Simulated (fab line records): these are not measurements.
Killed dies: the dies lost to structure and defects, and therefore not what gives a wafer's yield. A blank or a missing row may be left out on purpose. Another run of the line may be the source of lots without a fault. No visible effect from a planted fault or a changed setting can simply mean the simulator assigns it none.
Struck lot and sound lot, side by side | flow n5-finfet | 38 steps out of a route of 1938
Sound: wafers L208.1, L208.3, L208.6. Struck: wafer L217.2. (L217.3 of the same lot was not struck and is left out.) The cause comes at the end.
Per side, at each step with rows, come the tool, then ch with its chambers, and then its first start. Under that, the readings that differ: sound wafers | struck wafers | difference of the means | sigmas: that difference in standard deviations of wafers without a fault.
alike: same words and numbers on both sides, and readings whose means sit less than 2 such deviations apart. not compared: any withheld reading, any reading some wafer has no value for, any bound like >300 that may hide the same value, and any number with overlapping values for which the record gives no deviation.
A row with sigmas, a row that says differs or no value, or rows on one side alone: a step with any of these is where the two part. When numbers do not overlap yet have no deviation, they are printed without sigmas and do not part them. A reading that every wafer of one side lacks parts them only if that side has two wafers or more.

first, 9 steps without rows for these wafers: N5_BEOL_M1_ANNEAL_95 (time 240 s); N5_BEOL_M1_SPUTTER_96 (material Cu, target thk 4.5 nm, time 8.29 s); N5_BEOL_M1_ECD_50 (material Cu, target thk 300 nm); N5_BEOL_M1_ANNEAL_51 (time 90 s); N5_BEOL_M1_CMP_52 (polishes, stops on SiOC, t overpolish 6.8 s, target thk 40 nm); N5_BEOL_M1_PRE_CLEAN_60 (time 15 s); N5_BEOL_M1_CO_CAP_55 (material Co, precursor CCTBA/H2, target thk 2 nm, time 102.1 s); N5_BEOL_M1_PRE_CLEAN_56 (time 15 s); N5_BEOL_M1_DEP_57 (deposits SiCN from 3MS/NH3, target thk 8 nm, time 14 s).
N5_BEOL_M2_ILD_DEP_00: deposits SiOC from DEMS/O2, target thk 79 nm, time 15.3 s.
  sound on pecvd-01 ch 1,2, day 7 22:49; struck on pecvd-01 ch 1, day 10 00:49
  reading                                      | sound          | struck | difference | sigmas
  model.SiOC_of_BEOL_M2_ILD_DEP_00.thk-nm (nm) | 76.6 78.4 77.2 | 105.8  | +28.4      |
  alike: heater-power-w, showerhead-plenum-p-Torr, throttle-valve-pct
N5_BEOL_M2_THK_MEAS_01:
  sound: film-metro-01 at day 7 22:53; struck: film-metro-01 at day 10 00:53
  reading         | sound          | struck | difference | sigmas
  M2_ILD_THK (nm) | 76.4 78.5 77.2 | 105.9  | +28.5      | +26
then, 24 steps without rows for these wafers: N5_BEOL_M2_PECVD_72 (deposits SiO2 from TEOS/O2, target thk 16 nm, time 18 s); N5_BEOL_M2_HM_DEP_02 (deposits TiN, target thk 20 nm); N5_BEOL_M2_COAT_61 (time 60 s, resist thk 60 nm); N5_BEOL_M2_COAT_62 (time 60 s, resist thk 12 nm); N5_BEOL_M2_COAT_73 (time 60 s, resist thk 5 nm); N5_BEOL_M2_COAT_05 (resist thk 30 nm); N5_BEOL_M2_EBR_07; N5_BEOL_M2_SOFTBAKE_06 (time 60 s); N5_BEOL_M2_EXPOSE_08 (exposes mask M2); N5_BEOL_M2_PEB_09 (peb time 60 s); N5_BEOL_M2_DEVELOP_10 (develop time 30 s); N5_BEOL_M2_DESCUM_16 (chemistry O2, time 7 s); N5_BEOL_M2_ETCH_74 (etches underlayer in N2/H2, target depth 6.5 nm, time 5.2 s); N5_BEOL_M2_ETCH_63 (etches SiARC in CF4, target depth 15.6 nm, time 26 s); N5_BEOL_M2_ETCH_64 (etches SOC in N2/H2, target depth 75 nm, overetch 22.5 nm, time 121.9 s); N5_BEOL_M2_STRIP_65 (strips in N2/H2); N5_BEOL_M2_STRIP_75 (strips in N2/H2); N5_BEOL_M2_STRIP_66 (strips in CF4); N5_BEOL_M2_HM_OPEN_17 (chemistry Cl2/BCl3, target TiN, target depth 20 nm, overetch 6 nm); N5_BEOL_M2_STRIP_19 (strips in O2); N5_BEOL_M2_COAT_67 (time 60 s, resist thk 60 nm); N5_BEOL_M2_COAT_68 (time 60 s, resist thk 12 nm); N5_BEOL_M2_COAT_76 (time 60 s, resist thk 5 nm); N5_BEOL_M2_COAT_22 (resist thk 30 nm).
N5_BEOL_M2_CMP_52: polishes, stops on SiOC, t overpolish 6.8 s, target thk 40 nm.
  sound on cmp-01 ch 0,2, day 8 22:13; struck on cmp-03 ch 1, day 10 16:13
  reading                                      | sound          | struck | difference | sigmas
  model.SiOC_of_BEOL_M2_ILD_DEP_00.thk-nm (nm) | 73.6 75.4 74.2 | 102.8  | +28.4      |
  alike: motor-current-A
N5_BEOL_M4_RC_MEAS_101:
  the record has rows for the sound wafers here (prober-02 ch 0, day 10 00:46) and none for the struck ones
-- record jumps: 6 days separate the struck wafers' starts on either side; left off in module BEOL_M4, taken up again in module PASSIVATION, whose first shown step is the route's number 1936 --
N5_PASSIVATION_PROBE_49:
  record: rows for the struck wafers here (prober-02, day 16 08:45), none for the sound ones

WHERE THEY PART
Earliest at N5_BEOL_M2_THK_MEAS_01; latest, in this record, at N5_PASSIVATION_PROBE_49.

WHY: whatever the simulator had introduced
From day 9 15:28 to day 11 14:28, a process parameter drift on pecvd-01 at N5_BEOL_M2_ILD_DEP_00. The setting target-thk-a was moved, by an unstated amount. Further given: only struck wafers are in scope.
